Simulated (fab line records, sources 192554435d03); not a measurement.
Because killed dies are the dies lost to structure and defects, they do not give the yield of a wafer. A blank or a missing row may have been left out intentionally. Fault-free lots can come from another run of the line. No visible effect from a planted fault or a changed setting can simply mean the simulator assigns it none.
A lot that was struck, set against a sound lot :: flow n5 finfet :: 25 out of 1938 route steps
Sound: these wafers, L500.1, L500.3, L500.6. The struck wafers were L511.4, L511.5, L511.6. Last of all comes the cause.
At each step with rows: each side's tool, then ch and its chambers, then its first start. Under that, the readings that differ: sound wafers :: struck wafers :: difference of the means :: sigmas: that difference in standard deviations of wafers without a fault.
alike: words and numbers the same on both sides, and readings whose means are apart by under 2 such deviations; not compared: readings that were withheld, readings missing a value for some wafer, numbers with overlapping values and no deviation given by the record, and bounds like >300 which may hide the same value.
Wherever a step has rows on one side only, a row that says differs or no value, or a row with sigmas, the two part there. When numbers do not overlap yet have no deviation, they are printed without sigmas and do not part them. A reading that every wafer of one side lacks parts them only if that side has two wafers or more.

first, 2 steps without rows for these wafers: N5_FIN_SAQP_SRD_01 (time 30 s); N5_FIN_SAQP_ALD_61 (deposits SiO2, target thk 4 nm, pulse time 1 s, purge time 2 s).
N5_FIN_SAQP_DENSIFY_62: time 60 s.
  sound on rtp anneal-02 ch 0, day 2 04:07; struck on rtp anneal-01 ch 0, day 4 21:05
  alike: lamp power pct, lamp_zone_6_pct, wafer_temp_C_max
then, 1 step without rows for these wafers: N5_FIN_SAQP_HM_DEP_03 (deposits SiNx from SiH4/NH3/N2, target thk 38 nm, time 33.6 s).
N5_FIN_SAQP_THK_MEAS_05:
  struck on film metro-01, day 4 21:17; sound on film metro-01, day 2 04:39
  alike: thk nm
N5_FIN_SAQP_PECVD_47: deposits a-Si from SiH4/He, target thk 45 nm, time 36.3 s.
  sound on pecvd-03 ch 0,2, day 2 04:41; struck on pecvd-01 ch 0,1,2, day 4 21:21
  alike: heater power w, showerhead plenum p Torr, throttle valve pct
N5_FIN_SAQP_PECVD_48: deposits SiNx from SiH4/NH3/N2, target thk 25 nm, time 22.1 s.
  sound on pecvd-03 ch 0,2, day 2 04:44; struck on pecvd-01 ch 0,1,2, day 4 21:23
  alike: heater power w, showerhead plenum p Torr, throttle valve pct
then, 1 step without rows for these wafers: N5_FIN_SAQP_PECVD_06 (deposits a-Si from SiH4/He, target thk 60 nm, time 48.1 s).
N5_FIN_SAQP_THK_MEAS_07:
  struck on film metro-01, day 4 21:30; sound on film metro-01, day 2 04:52
  alike: thk nm
N5_FIN_SAQP_HM_DEP_72: deposits SiO2 from SiH4/N2O, target thk 12 nm, time 7.2 s.
  sound on pecvd-04 ch 0,1,2, day 2 04:53; struck on pecvd-03 ch 0,1,2, day 4 21:34
  alike: heater power w, showerhead plenum p Torr
then, 2 steps without rows for these wafers: N5_FIN_SAQP_COAT_49 (time 60 s, resist thk 100 nm); N5_FIN_SAQP_COAT_50 (time 60 s, resist thk 35 nm).
N5_FIN_SAQP_COAT_10: resist thk 90 nm.
  sound on litho track-05 ch 0, day 2 04:59; struck on litho track-05 ch 0, day 4 21:37
reading: spin speed rpm (rpm)
sound: 1502.0 1500.9 1500.1
struck: 1715.2 1713.5 1715.0
difference: +213.6
sigmas: +99 or more

reading: model.CAR-ArF_of_FIN_SAQP_COAT_10.thk nm (nm)
sound: 90.16 90.06 90.23
struck: 84.43 84.55 84.33
difference: -5.71
sigmas: 
  alike: exhaust pa
then, 5 steps without rows for these wafers: N5_FIN_SAQP_EBR_12; N5_FIN_SAQP_SOFTBAKE_11 (time 60 s); N5_FIN_SAQP_EXPOSE_13 (exposes mask FIN CORE, target cd 35.6 nm); N5_FIN_SAQP_PEB_14 (peb time 60 s); N5_FIN_SAQP_DEVELOP_15 (develop time 30 s).
N5_FIN_SAQP_CD_MEAS_16 targets a cd of 35.6 nm.
  sound on cd sem-03 ch 0, day 2 05:13; struck on cd sem-01 ch 0, day 4 21:52
  alike: cd nm
N5_FIN_SAQP_OVL_MEAS_17:
  sound on overlay-01 ch 0, day 2 05:16; struck on overlay-02 ch 0, day 4 21:54
  alike: FIN_CORE_OVL
N5_FIN_SAQP_INSPECT_18: inspects for defects (brightfield).
  struck on defect inspect-01, day 4 21:55; sound on defect inspect-01, day 2 05:17
  alike: raw defect count
then, 1 step without rows for these wafers: N5_FIN_SAQP_DESCUM_21 (chemistry O2, time 7.9 s).
N5_FIN_SAQP_ETCH_51: etches SiARC in CF4, target depth 45.5 nm, time 75.8 s.
  sound on rie diel-06 ch 0,1, day 2 05:39; struck on rie diel-01 ch 1,2,3, day 4 21:59
reading: model.CAR-ArF_of_FIN_SAQP_COAT_10.thk nm (nm)
sound: 51.19 51.09 51.24
struck: 45.29 45.3 45.18
difference: -5.92
sigmas: 
  alike: drypump motor current A, etch rf on time s, oes product au, rf vpp V, showerhead plenum p Torr, throttle valve pct
  not compared: rf hours counter h
N5_FIN_SAQP_ETCH_52: etches SOC in N2/H2, target depth 100 nm, overetch 20 nm, time 150 s.
  sound on rie diel-06 ch 0,1, day 2 05:43; struck on rie diel-01 ch 1,2,3, day 4 22:02
  alike: drypump motor current A, h2 flow sccm, n2 flow sccm, oes product au, rf vpp V, showerhead plenum p Torr, throttle valve pct
  not compared: rf hours counter h
-- here the record skips 6 days between the struck wafers' starts before and after, leaving off in module FIN_SAQP and picking up in module BEOL_M4 (first step shown: number 1111 of the route) --
N5_BEOL_M4_RC_MEAS_101:
  sound on prober-01 ch 0, day 8 03:25; struck on prober-01 ch 0, day 10 21:52
  alike: DIBL_N, DIBL_P, IOFF_N, IOFF_P, ION_N, ION_P, SS_N, SS_P, VT_N, VT_P

WHERE THEY PART
At N5_FIN_SAQP_COAT_10 and nowhere else, as far as this record goes. Later steps at which nothing parts them and some readings are alike: N5_FIN_SAQP_CD_MEAS_16, N5_FIN_SAQP_OVL_MEAS_17, N5_FIN_SAQP_INSPECT_18, N5_FIN_SAQP_ETCH_51, N5_FIN_SAQP_ETCH_52, N5_BEOL_M4_RC_MEAS_101.

WHY: what the simulator had put in
Process parameter drift: litho track-05, from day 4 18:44 on, at N5_FIN_SAQP_COAT_10. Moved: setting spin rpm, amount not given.
